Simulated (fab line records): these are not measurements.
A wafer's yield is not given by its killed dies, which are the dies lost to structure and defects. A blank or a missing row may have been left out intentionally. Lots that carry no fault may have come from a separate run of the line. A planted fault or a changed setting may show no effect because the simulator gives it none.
Which of the tools did it?    flow n5 finfet    21 lots, 63 wafers sampled, at 6 steps of a route of 1938

WHAT THE GAUGES READ, wafer by wafer
Not one reading of a measure or inspect step in the record can be checked against a usual standard deviation.

TOOL THAT RAN EACH LOT (tool first, then ch and the chambers of the sampled wafers, then the start)
lot   N5_BEOL_M5_ETCH_75                  N5_BEOL_M5_SURFACE_TREAT_87   N5_BEOL_M5_SPUTTER_48         N5_BEOL_M5_DEP_56                N5_BEOL_M6_DESCUM_16                N5_BEOL_M6_STRIP_36
L074  rie diel-05 ch 1,2, day 8 15:22     pvd sputter-03, day 8 16:37   pvd sputter-03, day 8 16:52   pecvd-01 ch 0,1, day 8 23:14     rie diel-06 ch 0,1,2, day 9 00:59   rie diel-06 ch 2,3, day 9 06:01
L076  rie diel-04 ch 0,1,2, day 8 23:04   pvd sputter-03, day 9 01:16   pvd sputter-02, day 9 02:34   pecvd-01 ch 0,1,2, day 9 07:55   rie diel-03 ch 0,3, day 9 10:50     rie diel-02 ch 1,2, day 9 14:01
L075  rie diel-05 ch 0,1,2, day 8 23:15   pvd sputter-03, day 9 00:34   pvd sputter-01, day 9 00:51   pecvd-03 ch 0,1, day 9 06:11     rie diel-02 ch 0,2, day 9 08:04     rie diel-03 ch 2,3, day 9 10:37
L077  rie diel-05 ch 0,1,2, day 8 23:38   pvd sputter-02, day 9 02:32   pvd sputter-03, day 9 03:19   pecvd-02 ch 0,1, day 9 08:40     rie diel-02 ch 0,3, day 9 11:20     rie diel-03 ch 1,2,3, day 9 13:14
L078  rie diel-04 ch 1,3, day 10 00:16    pvd sputter-02, day 10 01:58  pvd sputter-01, day 10 02:13  pecvd-01 ch 0,1, day 10 07:34    rie diel-06 ch 0,1, day 10 10:11    rie diel-06 ch 0,3, day 10 13:02
L079  rie diel-01 ch 0,2,3, day 10 03:07  pvd sputter-02, day 10 04:26  pvd sputter-03, day 10 04:40  pecvd-01 ch 0,1, day 10 10:02    rie diel-03 ch 0,2,3, day 10 13:50  rie diel-02 ch 0,1, day 10 16:26
L080  rie diel-01 ch 1,2,3, day 10 09:11  pvd sputter-02, day 10 10:53  pvd sputter-01, day 10 11:41  pecvd-03 ch 1,2, day 10 17:02    rie diel-02 ch 2,3, day 10 21:19    rie diel-03 ch 2,3, day 10 23:26
L081  rie diel-01 ch 0,1,2, day 10 12:48  pvd sputter-03, day 10 14:14  pvd sputter-03, day 10 14:32  pecvd-03 ch 0,1, day 10 19:52    rie diel-03 ch 0,1,2, day 10 21:39  rie diel-02 ch 0,1,3, day 10 23:40
L082  rie diel-04 ch 0,1,3, day 10 16:28  pvd sputter-02, day 10 17:51  pvd sputter-02, day 10 18:05  pecvd-01 ch 0,1, day 10 23:32    rie diel-02 ch 1,2,3, day 11 01:12  rie diel-02 ch 0,1, day 11 03:51
L085  rie diel-04 ch 1,3, day 11 03:32    pvd sputter-02, day 11 05:13  pvd sputter-03, day 11 05:27  pecvd-02 ch 0,2, day 11 10:47    rie diel-03 ch 0,2, day 11 13:32    rie diel-06 ch 1,3, day 11 17:51
L083  rie diel-04 ch 0,1,3, day 11 05:42  pvd sputter-01, day 11 08:38  pvd sputter-01, day 11 08:52  pecvd-01 ch 0,2, day 11 14:17    rie diel-03 ch 0,1,3, day 11 18:46  rie diel-03 ch 0,2,3, day 11 21:40
L084  rie diel-01 ch 0,3, day 11 11:53    pvd sputter-01, day 11 13:23  pvd sputter-03, day 11 13:37  pecvd-03 ch 1,2, day 11 18:58    rie diel-02 ch 0,3, day 11 22:54    rie diel-06 ch 1,2, day 12 00:46
L087  rie diel-05 ch 1,3, day 11 12:04    pvd sputter-02, day 11 13:38  pvd sputter-01, day 11 13:56  pecvd-03 ch 0,2, day 11 19:16    rie diel-03 ch 2,3, day 11 23:01    rie diel-03 ch 0,2, day 12 00:35
L086  rie diel-04 ch 0,3, day 11 17:37    pvd sputter-03, day 11 18:53  pvd sputter-03, day 11 19:09  pecvd-03 ch 0,2, day 12 01:02    rie diel-03 ch 1,2,3, day 12 03:27  rie diel-03 ch 0,1,2, day 12 04:55
L089  rie diel-01 ch 0,1, day 12 05:11    pvd sputter-01, day 12 06:54  pvd sputter-03, day 12 07:07  pecvd-03 ch 0,1, day 12 12:56    rie diel-02 ch 0,2, day 12 14:46    rie diel-03 ch 0,1,3, day 12 17:05
L090  rie diel-04 ch 0,3, day 12 20:24    pvd sputter-02, day 12 23:43  pvd sputter-01, day 13 00:09  pecvd-02 ch 1,2, day 13 05:29    rie diel-06 ch 0,2,3, day 13 07:14  rie diel-03 ch 0,2,3, day 13 10:49
L092  rie diel-04 ch 0,1,2, day 13 05:01  pvd sputter-01, day 13 06:53  pvd sputter-01, day 13 07:10  pecvd-03 ch 0,1,2, day 13 12:53  rie diel-02 ch 0,1,3, day 13 15:22  rie diel-06 ch 0,1,2, day 13 17:55
L093  rie diel-01 ch 0,2,3, day 13 11:11  pvd sputter-03, day 13 14:35  pvd sputter-03, day 13 14:50  pecvd-03 ch 0,1,2, day 13 20:10  rie diel-02 ch 0,2,3, day 13 22:49  rie diel-02 ch 0,1,2, day 14 01:03
L094  rie diel-04 ch 1,2,3, day 13 21:28  pvd sputter-02, day 13 23:08  pvd sputter-02, day 13 23:28  pecvd-01 ch 0,1,2, day 14 05:26  rie diel-02 ch 2,3, day 14 07:20    rie diel-03 ch 0,3, day 14 11:06
L097  rie diel-01 ch 0,1,2, day 14 04:01  pvd sputter-02, day 14 06:28  pvd sputter-03, day 14 06:43  pecvd-01 ch 0,1, day 14 12:04    rie diel-03 ch 1,2,3, day 14 14:47  rie diel-06 ch 1,2,3, day 14 16:38
L095  rie diel-01 ch 0,1,3, day 14 06:22  pvd sputter-01, day 14 07:59  pvd sputter-02, day 14 09:17  pecvd-03 ch 0,2, day 14 14:52    rie diel-02 ch 0,1,2, day 14 17:46  rie diel-06 ch 1,2,3, day 14 20:43
- N5_BEOL_M5_ETCH_75: etches underlayer in N2/H2, target depth 6.5 nm, time 5.2 s.
- N5_BEOL_M5_SURFACE_TREAT_87
- N5_BEOL_M5_SPUTTER_48: material Cu, target thk 15 nm, time 27.62 s.
- N5_BEOL_M5_DEP_56: deposits SiCN from 3MS/NH3, target thk 8 nm, time 14 s.
- N5_BEOL_M6_DESCUM_16: chemistry O2, time 7.9 s.
- N5_BEOL_M6_STRIP_36: strips in N2/H2.

WHAT THE TOOLS THEMSELVES READ (means of the sampled wafers that have a number; where no wafer has one, the mark that the record gives instead)
N5_BEOL_M5_ETCH_75.
lot   tool         drypump motor current A (A)  etch rf on time s (s)  h2 flow sccm (sccm)  oes product au (a.u.)  rf fwd power W (W)  rf vpp V (V)  showerhead plenum p Torr (Torr)  throttle valve pct (%)
L074  rie diel-05  5.4                          5.23                   199.8                0.63                   821.2               524.4         2.54                             17.71
L076  rie diel-04  6.0                          5.20                   199.8                0.65                   819.6               524.1         2.57                             17.80
L075  rie diel-05  5.5                          5.24                   199.6                0.67                   818.8               524.9         2.59                             17.75
L077  rie diel-05  5.5                          5.26                   199.5                0.67                   819.2               525.8         2.59                             17.74
L078  rie diel-04  6.2                          5.22                   199.6                0.65                   819.3               524.4         2.60                             17.89
L079  rie diel-01  5.5                          5.20                   199.8                0.64                   817.6               521.4         2.50                             17.93
L080  rie diel-01  5.5                          5.31                   200.0                0.61                   820.4               522.9         2.49                             17.98
L081  rie diel-01  5.4                          5.23                   200.1                0.63                   818.0               522.2         2.53                             17.97
L082  rie diel-04  6.0                          5.19                   199.7                0.74                   819.4               525.0         2.61                             17.78
L085  rie diel-04  6.2                          5.16                   199.8                0.65                   823.2               525.5         2.60                             17.92
L083  rie diel-04  5.9                          5.24                   200.5                0.73                   819.6               526.3         2.61                             17.80
L084  rie diel-01  5.5                          5.20                   199.7                0.64                   818.8               522.3         2.47                             17.75
L087  rie diel-05  5.3                          5.27                   200.1                0.61                   821.3               522.4         2.53                             17.73
L086  rie diel-04  5.8                          5.28                   200.2                0.78                   817.9               524.2         2.61                             17.69
L089  rie diel-01  5.4                          5.22                   199.8                0.64                   821.5               524.0         2.53                             17.81
L090  rie diel-04  5.7                          5.23                   200.5                0.77                   817.0               525.2         2.61                             17.67
L092  rie diel-04  6.0                          5.06                   200.2                0.79                   818.4               525.1         2.56                             17.55
L093  rie diel-01  5.5                          5.23                   199.8                0.70                   821.4               522.6         2.49                             17.80
L094  rie diel-04  6.1                          5.17                   199.8                0.75                   819.1               524.3         2.56                             17.59
L097  rie diel-01  5.4                          5.18                   199.9                0.70                   819.9               523.4         2.52                             17.85
L095  rie diel-01  5.5                          5.19                   199.9                0.62                   818.2               523.3         2.49                             17.80

N5_BEOL_M5_SPUTTER_48.
lot   tool            susceptor temp C (C)  throttle valve pct (%)
L074  pvd sputter-03  -19.95                29.7
L076  pvd sputter-02  -20.01                30.2
L075  pvd sputter-01  -19.99                28.9
L077  pvd sputter-03  -20.00                29.5
L078  pvd sputter-01  -20.08                28.7
L079  pvd sputter-03  -19.96                30.6
L080  pvd sputter-01  -20.09                29.7
L081  pvd sputter-03  -19.92                29.5
L082  pvd sputter-02  -19.93                30.4
L085  pvd sputter-03  -20.00                29.8
L083  pvd sputter-01  -20.01                29.2
L084  pvd sputter-03  -20.09                30.4
L087  pvd sputter-01  -20.03                28.8
L086  pvd sputter-03  -19.95                30.5
L089  pvd sputter-03  -20.02                29.6
L090  pvd sputter-01  -19.78                30.2
L092  pvd sputter-01  -19.98                28.7
L093  pvd sputter-03  -20.00                29.5
L094  pvd sputter-02  -20.01                30.1
L097  pvd sputter-03  -20.06                30.4
L095  pvd sputter-02  -20.01                30.5

N5_BEOL_M5_DEP_56.
lot   tool      rf fwd power W (W)  showerhead plenum p Torr (Torr)  throttle valve pct (%)
L074  pecvd-01  198.9               3.679                            9.1
L076  pecvd-01  198.0               3.670                            9.0
L075  pecvd-03  199.4               3.677                            8.6
L077  pecvd-02  199.3               3.671                            8.9
L078  pecvd-01  197.7               3.680                            8.9
L079  pecvd-01  198.5               3.686                            8.7
L080  pecvd-03  198.7               3.675                            9.0
L081  pecvd-03  199.6               3.672                            8.7
L082  pecvd-01  198.4               3.682                            8.8
L085  pecvd-02  200.5               3.669                            8.5
L083  pecvd-01  197.5               3.675                            8.4
L084  pecvd-03  198.3               3.683                            8.7
L087  pecvd-03  198.2               3.682                            8.6
L086  pecvd-03  197.5               3.683                            8.6
L089  pecvd-03  199.5               3.673                            9.1
L090  pecvd-02  199.9               3.671                            8.4
L092  pecvd-03  198.6               3.677                            8.8
L093  pecvd-03  198.5               3.674                            8.6
L094  pecvd-01  198.3               3.668                            8.7
L097  pecvd-01  198.7               3.685                            8.8
L095  pecvd-03  197.8               3.678                            8.5

N5_BEOL_M6_DESCUM_16.
lot   tool         drypump motor current A (A)  oes product au (a.u.)  rf fwd power W (W)  rf vpp V (V)  showerhead plenum p Torr (Torr)  throttle valve pct (%)
L074  rie diel-06  5.5                          0.80                   49.33               242.5         2.02                             20.50
L076  rie diel-03  5.8                          0.78                   49.71               244.4         2.13                             20.09
L075  rie diel-02  5.2                          0.83                   49.44               242.9         2.05                             20.57
L077  rie diel-02  5.4                          0.73                   49.28               244.2         2.11                             20.53
L078  rie diel-06  5.8                          0.81                   49.34               242.4         2.03                             20.55
L079  rie diel-03  5.7                          0.80                   49.50               243.0         2.14                             20.06
L080  rie diel-02  5.2                          0.84                   49.34               243.2         2.09                             20.64
L081  rie diel-03  5.7                          0.85                   49.38               243.6         2.16                             20.08
L082  rie diel-02  5.2                          0.82                   49.52               243.3         2.09                             20.55
L085  rie diel-03  5.5                          0.83                   49.45               243.6         2.15                             20.04
L083  rie diel-03  5.8                          0.80                   49.47               243.9         2.14                             20.13
L084  rie diel-02  5.4                          0.72                   49.24               244.3         2.10                             20.55
L087  rie diel-03  5.9                          0.77                   49.58               242.7         2.09                             20.13
L086  rie diel-03  5.9                          0.80                   49.42               243.7         2.11                             20.16
L089  rie diel-02  5.3                          0.75                   49.13               243.2         2.05                             20.58
L090  rie diel-06  6.1                          0.79                   49.65               242.7         2.04                             20.51
L092  rie diel-02  5.3                          0.74                   49.54               244.2         2.09                             20.54
L093  rie diel-02  5.3                          0.75                   49.39               243.7         2.09                             20.63
L094  rie diel-02  5.3                          0.76                   49.47               243.7         2.13                             20.68
L097  rie diel-03  5.9                          0.78                   49.46               242.8         2.10                             20.18
L095  rie diel-02  5.2                          0.76                   49.27               242.2         2.04                             20.57

N5_BEOL_M6_STRIP_36.
lot   tool         drypump motor current A (A)  h2 flow sccm (sccm)  oes product au (a.u.)  rf vpp V (V)  showerhead plenum p Torr (Torr)  throttle valve pct (%)
L074  rie diel-06  6.2                          201.3                0.79                   59.2          2.53                             23.8
L076  rie diel-02  5.2                          199.9                0.86                   59.1          2.49                             24.0
L075  rie diel-03  5.9                          199.7                0.79                   59.5          2.55                             23.5
L077  rie diel-03  5.9                          200.5                0.83                   59.5          2.57                             23.4
L078  rie diel-06  6.3                          200.8                0.82                   59.7          2.50                             23.8
L079  rie diel-02  5.2                          199.3                0.80                   58.0          2.49                             23.8
L080  rie diel-03  5.7                          200.8                0.81                   58.7          2.56                             23.2
L081  rie diel-02  5.3                          200.2                0.77                   59.5          2.55                             23.7
L082  rie diel-02  5.2                          199.8                0.79                   60.1          2.49                             23.8
L085  rie diel-06  5.4                          199.8                0.73                   58.7          2.45                             23.8
L083  rie diel-03  5.7                          199.5                0.79                   59.2          2.59                             23.2
L084  rie diel-06  5.1                          199.3                0.73                   58.6          2.41                             23.5
L087  rie diel-03  5.5                          199.6                0.81                   60.1          2.64                             23.0
L086  rie diel-03  5.7                          199.5                0.83                   59.4          2.61                             23.1
L089  rie diel-03  5.9                          200.2                0.80                   59.3          2.58                             23.4
L090  rie diel-03  5.7                          200.1                0.77                   58.5          2.58                             23.2
L092  rie diel-06  5.5                          199.9                0.75                   59.1          2.43                             23.5
L093  rie diel-02  5.2                          199.3                0.77                   57.9          2.48                             24.0
L094  rie diel-03  5.7                          200.2                0.76                   58.2          2.61                             23.2
L097  rie diel-06  5.6                          199.8                0.73                   60.3          2.46                             23.7
L095  rie diel-06  5.6                          200.3                0.73                   58.7          2.46                             23.7

THE ANSWER, worked out from the rows above alone
Rule: the usual values come from the lots themselves. Put in order of their means at a reading, lots are off if they are a third of the lots or fewer, leave a main group of 4 or more, and stand apart from it by a gap of 3 or more times the standard deviation of the main group's means; of several such gaps the widest counts. If all means in a main group match to the digits the tables above print for the reading, that group is not used. Also off: a lot with no number at a reading for which 4 or more lots have one. Any other lot the step has rows for is counted as sound. Order of review: gauges by route order, followed by the tools' own readings, for which a lot's mean as printed above is used. The first step at which some lot is off is used, and at that step the reading that is off furthest; a lot without a number counts as furthest.
Across all readings shown, no lot is off: no conclusion can be drawn from this.

WHAT THE SIMULATOR HAD INSERTED
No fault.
